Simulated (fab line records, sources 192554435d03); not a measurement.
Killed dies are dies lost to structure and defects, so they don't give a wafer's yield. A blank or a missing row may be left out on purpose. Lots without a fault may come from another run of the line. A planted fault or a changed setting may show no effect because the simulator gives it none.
fab line records | flow n5_finfet
record lots=5 wafers=12 last_day=17
route steps=1938 shown BEOL_M5@1185 BEOL_M6@1194 PASSIVATION@1936
lots that met no fault: from a run of the same line without faults
start_h: hours from the record's first day to the start of the lot's first wafer shown | wait_h: hours since the lot's step before | " the same as in the row above | L1.1+2: a row that stands for several wafers | - no value, or no start given | * or withheld: withheld | < > ~ a bound
route shown NAME@n: a module of which the file shows steps, and the number in the route of the first | usual: mean/standard deviation of fault-free wafers | same: alike in all rows | chamber/n: place in a boat | sites: the reading at each site | _std_site: their standard deviation | _edge_site: outer sites' mean less inner sites' | radius_mm: how far each site lies from the wafer's centre | mask NAME#n: copy n | behind: the tool/chamber that last shaped the wafer | hold: why the lot was held/for how many hours/how that ended | device: the transistor (n, p or np) that didn't switch | end of line: the same wafers' tests at the end of the route | a step without rows: its recipe alone | killed: dies lost to structure and defects at the first sort, not the wafer's yield | map: a wafer's dies, x killed, . not, _ none there
set.NAME: the setting as run; set.NAME@STEP: as run at that earlier step | model.NAME: the simulator's own value behind a step, which no gauge read
lots at some steps of the route; a table a step, a row a wafer
services: from which hour (start_h, from the record's first day; less than 0 if before it) a tool's chamber was out of use, for how many hours, and why
## steps
# step N5_BEOL_M5_ANNEAL_51
# recipe temp_c=225 time_s=90 ambient=N2
# step N5_BEOL_M5_CMP_52
# recipe stop_on=SiCOH_lowk t_overpolish_s=6.9 down_force_psi=1 platen_rpm=50 clearing_platen_down_force_psi=1.5 clearing_platen_rpm=50 post_cmp_clean=cu_alkaline target_thk_nm=62 clearing_platen_pad_velocity_m_s=0.99484 pad_velocity_m_s=0.99484
# step N5_BEOL_M5_PRE_CLEAN_77
# recipe gas=NH3/H2 time_s=15 temp_c=* rf_power_w=300
# step N5_BEOL_M5_CO_CAP_78
# recipe material=Co target_thk_a=20 temp_c=200 precursor=CCTBA/H2 pressure_torr=30 time_s=102.1
# step N5_BEOL_M5_PRE_CLEAN_55
# recipe gas=NH3 time_s=15 temp_c=withheld rf_power_w=300
# step N5_BEOL_M5_DEP_56
# recipe material=SiCN target_thk_a=80 temp_c=withheld precursor=3MS/NH3 pressure_torr=3 rf_w=202 time_s=14
# step N5_BEOL_M6_ILD_DEP_00
# recipe material=SiCOH_lowk target_thk_a=1797.5 temp_c=300 precursor=DEMS/porogen pressure_torr=5 rf_w=500 time_s=33.4
# step N5_BEOL_M6_CURE_74
# recipe temp_c=385 time_s=240 ambient=He/Ar material=SiCOH_lowk
# step N5_BEOL_M6_PECVD_70
# recipe material=SiO2 target_thk_a=200 temp_c=400 precursor=TEOS/O2 pressure_torr=5.5 rf_w=450 teos_flow_sccm=53.8 gas=O2 flow_sccm=3000 time_s=22.7
# usual heater_power_outer_w=400/56 heater_power_w=673/80 showerhead_plenum_p_Torr=8.76/0.053 throttle_valve_pct=21.7/0.94
# columns lot.wafer tool chamber start_h wait_h heater_power_outer_w heater_power_w showerhead_plenum_p_Torr throttle_valve_pct model.SiO2_of_BEOL_M6_PECVD_70.thk_nm
L991.3 pecvd-04 2 241.73 0.0 309 592 8.81 21.1 20
L991.4 " 2 " " 315 604 8.78 21.1 20.6
L991.5 " 1 " " 501 812 8.73 23.6 20.6
L995.1 pecvd-04 1 266.03 0.0 456 753 8.73 24.0 27.8
L995.3 " 0 " " 328 534 8.67 20.8 20
L997.1 pecvd-04 0 271.16 0.0 343 551 8.67 21.2 28
L997.5 " 1 " " 510 816 8.74 23.8 28
L998.1 pecvd-04 1 271.66 0.0 489 801 8.74 23.6 27.8
L998.5 " 1 " " 495 811 8.73 23.7 28.2
L105.1 pecvd-03 1 331.55 0.0 320 544 8.88 21.2 20
L105.3 " 1 " " 321 557 8.86 21.5 20
L105.4 " 0 " " 431 721 8.74 23.2 20.2
# step N5_BEOL_M6_HM_DEP_02
# recipe material=TiN target_thk_a=200 temp_c=25 chamber_pressure_pa=0.49996
# step N5_BEOL_M6_COAT_59
# recipe resist=SOC temp_c=250 time_s=60 spin_rpm=1500 resist_thk_nm=100
# step N5_BEOL_M6_COAT_60
# recipe resist=SiARC temp_c=220 time_s=60 spin_rpm=1500 resist_thk_nm=35
# step N5_BEOL_M6_COAT_05
# recipe resist=CAR-ArF spin_rpm=1500 resist_thk_nm=90
# step N5_BEOL_M6_EBR_07
# recipe solvent=PGMEA ebr_width_mm=1.5
# step N5_BEOL_M6_SOFTBAKE_06
# recipe temp_c=110 time_s=60 resist=CAR-ArF
# step N5_BEOL_M6_EXPOSE_08
# recipe mask_id=M6 na=1.35 source_shape=dipole sigma_inner=0.817 sigma_outer=0.97 polarization=te dose_mj=68.25
# step N5_BEOL_M6_PEB_09
# recipe peb_temp_c=withheld peb_time_s=60 resist=CAR-ArF
# step N5_BEOL_M6_DEVELOP_10
# recipe develop_time_s=30 developer=TMAH resist=CAR-ArF rinse_liquid=diw dry=air_spin dev_temp_c=23
# step N5_BEOL_M6_DESCUM_16
# recipe chemistry=O2 time_s=7.9 source_power_w=50 bias_power_w=20 pressure_mtorr=20 rf_frequency_hz=2.712e+07 temp_c=40 resist=CAR-ArF o2_flow_sccm=225
# step N5_BEOL_M6_ETCH_61
# recipe chemistry=CF4 target=SiARC target_depth_a=455 mask_material=CAR-ArF time_s=75.8 ion_energy_ev=80 pressure_mtorr=40 source_w=545 bias_w=36 Ar_flow_sccm=100 cf4_flow_sccm=100 ends=cleared
# step N5_BEOL_M6_ETCH_62
# recipe chemistry=N2/H2 target=SOC target_depth_a=1100 overetch_a=220 mask_material=SiARC temp_c=40 time_s=165 ion_energy_ev=200 pressure_mtorr=30 source_w=840 bias_w=150 n2_flow_sccm=200 h2_flow_sccm=200
# step N5_BEOL_M6_STRIP_68
# recipe chemistry=N2/H2 temp_c=40 n2_flow_sccm=200 h2_flow_sccm=200 rf_frequency_hz=6e+07
# step N5_BEOL_M6_STRIP_67
# recipe chemistry=CF4 resist=SiARC power_w=300 bias_power_w=75 pressure_mtorr=50 cf4_flow_sccm=150 rf_frequency_hz=6e+07
# step N5_BEOL_M6_HM_OPEN_17
# recipe chemistry=Cl2/BCl3 target_depth_a=200 overetch_a=60 target=TiN mask_material=SOC ion_energy_ev=150 pressure_mtorr=10 icp_w=1000 bias_w=126 Cl2_flow_sccm=53.25 bcl3_flow_sccm=21.75 Ar_flow_sccm=25
# step N5_BEOL_M6_STRIP_19
# recipe chemistry=O2 power_w=400 temp_c=40 pressure_mtorr=30 rf_frequency_hz=6e+07 bias_power_w=0 overash_fraction=0.2 o2_flow_sccm=225
# step N5_BEOL_M6_COAT_63
# recipe resist=SOC temp_c=250 time_s=60 spin_rpm=1500 resist_thk_nm=60
# step N5_BEOL_M6_COAT_64
# recipe resist=SiARC temp_c=220 time_s=60 spin_rpm=1500 resist_thk_nm=12
# step N5_BEOL_M6_COAT_71
# recipe resist=underlayer temp_c=205 time_s=60 spin_rpm=1500 resist_thk_nm=5
# step N5_BEOL_M6_COAT_22
# recipe resist=CAR-EUV spin_rpm=1500 resist_thk_nm=30
# step N5_BEOL_M6_EBR_24
# recipe solvent=PGMEA ebr_width_mm=1.5
# step N5_BEOL_M6_SOFTBAKE_23
# recipe temp_c=110 time_s=60 resist=CAR-EUV
# step N5_BEOL_M6_EXPOSE_25
# recipe mask_id=V5 na=0.33 source_shape=annular sigma_inner=0.4 sigma_outer=0.8 polarization=unpolarized target_cd_nm=40 dose_mj=45
# step N5_BEOL_M6_PEB_26
# recipe peb_temp_c=100 peb_time_s=60 resist=CAR-EUV
# step N5_BEOL_M6_DEVELOP_27
# recipe develop_time_s=30 developer=TMAH resist=CAR-EUV rinse_liquid=surfactant_rinse dry=air_spin dev_temp_c=23
# step N5_BEOL_M6_HM_STRIP_39
# recipe chemistry=peroxide_tin_strip material=TiN target_depth_a=250 temp_c=50 time_s=158
# usual bath_heat_duty_pct=7.1/0.81
# columns lot.wafer tool chamber start_h wait_h bath_heat_duty_pct model.SiO2_of_BEOL_M6_PECVD_70.thk_nm
L991.3 wet_bench-06 1 248.05 0.0 7.3 20
L991.4 " 5 " " 7.9 20.4
L991.5 " 0 " " 5.7 20.4
L995.1 wet_bench-06 4 270.41 0.0 6.5 27.6
L995.3 " 5 " " 7.4 19.8
L997.1 wet_bench-02 3 275.91 0.0 6.1 27.8
L997.5 " 1 " " 8.0 27.8
L998.1 wet_bench-04 5 279.20 0.0 7.4 27.6
L998.5 " 1 " " 8.1 28
L105.1 wet_bench-02 0 338.94 0.0 7.3 19.8
L105.3 " 4 " " 6.9 20
L105.4 " 5 " " 6.5 20
# step N5_BEOL_M6_CMP_52
# recipe stop_on=SiCOH_lowk t_overpolish_s=6.9 down_force_psi=1 platen_rpm=50 clearing_platen_down_force_psi=1.5 clearing_platen_rpm=50 post_cmp_clean=cu_alkaline target_thk_nm=80 clearing_platen_pad_velocity_m_s=0.99484 pad_velocity_m_s=0.99484
# usual barrier_field_endpoint_s=29.1/0.73 motor_current_A=6.4/0.71 slurry_flow_ml_min=150.0/0.48
# columns lot.wafer tool chamber start_h wait_h barrier_field_endpoint_s motor_current_A slurry_flow_ml_min
L991.3 cmp-02 1 251.31 0.2 29.7 6.7 149.2
L991.4 " 0 " " 29.4 7.5 150.0
L991.5 " 1 " " 31.1 6.1 149.5
L995.1 cmp-03 2 274.52 0.3 38.5 6.4 149.7
L995.3 " 1 " " 29.3 6.4 149.7
L997.1 cmp-04 3 280.32 0.4 38.9 7.4 149.3
L997.5 " 0 " " 37.2 6.4 150.3
L998.1 cmp-02 2 281.63 0.4 37.9 6.1 150.1
L998.5 " 3 " " 38.9 6.0 150.7
L105.1 cmp-04 1 341.03 0.3 29.8 6.6 149.9
L105.4 " 2 " " 29.2 6.9 150.6
L105.3 " 3 " " 29.8 7.7 150.4
# step N5_PASSIVATION_PROBE_49
# usual defect_limited_yield=91.4/1.5 killed_at_M0_to_M3=35/12 killed_at_M4_up=13/5.8 killed_at_contacts=12/5.5 killed_at_front_end=36/9.9 killed_at_other=4/3.7 killed_dies=101/18 killed_open=66/13 killed_short=33/8 sort_bin_4_leakage=0.00/0.016 sort_bin_5_function=5.0/1 sort_bin_6_memory=3.2/0.67 sort_n_pass=1079/18 sort_yield_pct=91.4/1.5
# same gross_dies=1180 killed_at_back_side=0 sort_bin_8_speed[%]=0
# columns lot.wafer tool chamber start_h wait_h defect_limited_yield[%] killed_at_M0_to_M3 killed_at_M4_up killed_at_contacts killed_at_front_end killed_at_other killed_dies killed_open killed_short sort_bin_4_leakage[%] sort_bin_5_function[%] sort_bin_6_memory[%] sort_n_pass sort_yield_pct[%]
L105.1 prober-01 - 417.73 0.0 91.5 24 13 13 42 8 100 67 31 0 4.7 3.5 1080 91.5
L105.3 prober-01 - 417.83 0.1 92.8 36 17 10 20 2 85 58 25 0 4.2 2.7 1095 92.8
L105.4 prober-01 - 417.88 0.2 92.5 24 12 13 39 1 89 53 29 0 4.2 2.5 1091 92.5
# killed by level:class
L105.1 MOL_CONTACT_COAG:geometric_particle:open=12 STI_FIN_REVEAL:geometric_particle:open=8 BEOL_M4:geometric_particle:open=8 BEOL_M2:geometric_particle:open=7 GATE_CUT:geometric_particle:open=6 DUMMY_GATE:geometric_particle:open=4 BEOL_M0_SAQP:geometric_particle:short=4 GATE_CUT:geometric_particle:short=4
L105.3 MOL_CONTACT_COAG:geometric_particle:open=10 STI_FIN_REVEAL:geometric_particle:open=8 BEOL_M0_SAQP:geometric_particle:short=6 BEOL_M1:geometric_particle:open=6 BEOL_M1:geometric_particle:short=5 BEOL_M2:geometric_particle:open=5 BEOL_M4:geometric_particle:open=5 BEOL_M0_SAQP:geometric_particle:open=4
L105.4 MOL_CONTACT_COAG:geometric_particle:open=12 BEOL_M0_SAQP:geometric_particle:short=7 HKMG_FIN:area_etch=7 BEOL_M1:geometric_particle:open=5 GATE_CUT:geometric_particle:open=5 BEOL_M4:geometric_particle:open=5 DUMMY_GATE:geometric_particle:open=4 STARTING-WAFER:geometric_particle:short=4
## services
# columns tool chamber start_h hours kind
cmp-03 - 222.93 2.0 repair
cmp-04 - 223.35 3.7 repair
cmp-02 - 227.94 5.8 pm
cmp-03 - 239.45 2.6 repair
pecvd-04 1 255.55 2.1 scheduled_down
cmp-03 - 256.88 0.8 repair
cmp-04 - 258.84 4.0 pm
cmp-04 - 262.84 - consumable_replace:conditioner
cmp-04 - 262.84 - consumable_replace:pad
cmp-03 - 265.70 3.4 pm
pecvd-03 - 270.84 0.9 repair
pecvd-03 2 277.64 2.1 scheduled_down
cmp-04 - 278.23 0.5 repair
cmp-02 - 282.50 0.3 repair
cmp-02 - 297.28 0.4 repair
cmp-02 - 312.73 1.5 repair
cmp-03 - 318.99 4.0 pm
cmp-03 - 322.99 - consumable_replace:conditioner
cmp-03 - 322.99 - consumable_replace:pad
pecvd-03 2 326.21 5.5 scheduled_down
## key
first_sign step=N5_BEOL_M6_CMP_52 reading=barrier_field_endpoint_s direction=up sigmas=13 usual=29.1 struck=38.3
effect none on later readings
model_effect step=N5_BEOL_M6_PECVD_70 value=SiO2_of_BEOL_M6_PECVD_70.thk_nm without=19.92 struck=27.96
model_effect step=N5_BEOL_M6_HM_STRIP_39 value=SiO2_of_BEOL_M6_PECVD_70.thk_nm without=19.8 struck=27.76
met_at N5_BEOL_M6_PECVD_70
struck_wafers L995.1,L997.1,L997.5,L998.1,L998.5
onset_between 241.73 266.03
fault kind=process_parameter_drift tool=pecvd-04 chamber=- onset_h=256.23 steps=N5_BEOL_M6_PECVD_70 channel=time_s offset=* shape=step end_h=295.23 scope=struck_wafers_only acts_in=* stated=*
